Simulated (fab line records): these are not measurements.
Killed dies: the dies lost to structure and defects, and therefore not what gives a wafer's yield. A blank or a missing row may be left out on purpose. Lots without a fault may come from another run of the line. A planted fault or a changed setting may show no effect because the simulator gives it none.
Chamber matching	flow nand harc	3 sister chambers for NHARC_A_STAIRCASE_DEP_259 on pecvd-04
The step deposits SiON, target thk 30 nm. 3 wafers are shown with their chamber, then 7 later ones without.

## EACH WAFER AND ITS CHAMBER
wafer	chamber	heater power w (W)
L091.4	0	735
L093.1	1	731
L093.2	2	778

## WAFERS WITHOUT THEIR CHAMBER
wafer	heater power w (W)
L093.3	754
L092.1	738
L092.2	755
L092.3	700
L095.2	770
L095.3	726
L095.6	751

## WHICH CHAMBER EACH WENT THROUGH
wafer	from the rows above	in truth
L093.3	can't be placed: 0 or 1 or 2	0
L092.1	can't be placed: 0 or 1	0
L092.2	can't be placed: 0 or 2 or 1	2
L092.3	can't be placed: 1 or 0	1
L095.2	can't be placed: 2 or 0 or 1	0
L095.3	can't be placed: 1 or 0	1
L095.6	can't be placed: 0 or 1 or 2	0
Placed correctly: 0 of 7. Cannot be placed on the basis of these rows: 7; the candidates contain the true chamber in 7. Number placed wrongly: 0.
How it was worked out, from the rows above alone: a wafer's distance from a chamber is the root of the sum, over the readings, of the square of ((its reading less the chamber's mean) divided by the reading's scatter). If the next closest chamber is less than 2 further off than the closest, the wafer can't be placed; otherwise it belongs to the closest. A chamber's mean is the mean of its shown wafers. The scatter (one wafer shown for each chamber): square how far every hidden wafer sits from the nearest shown wafer, average those squares and take the square root.
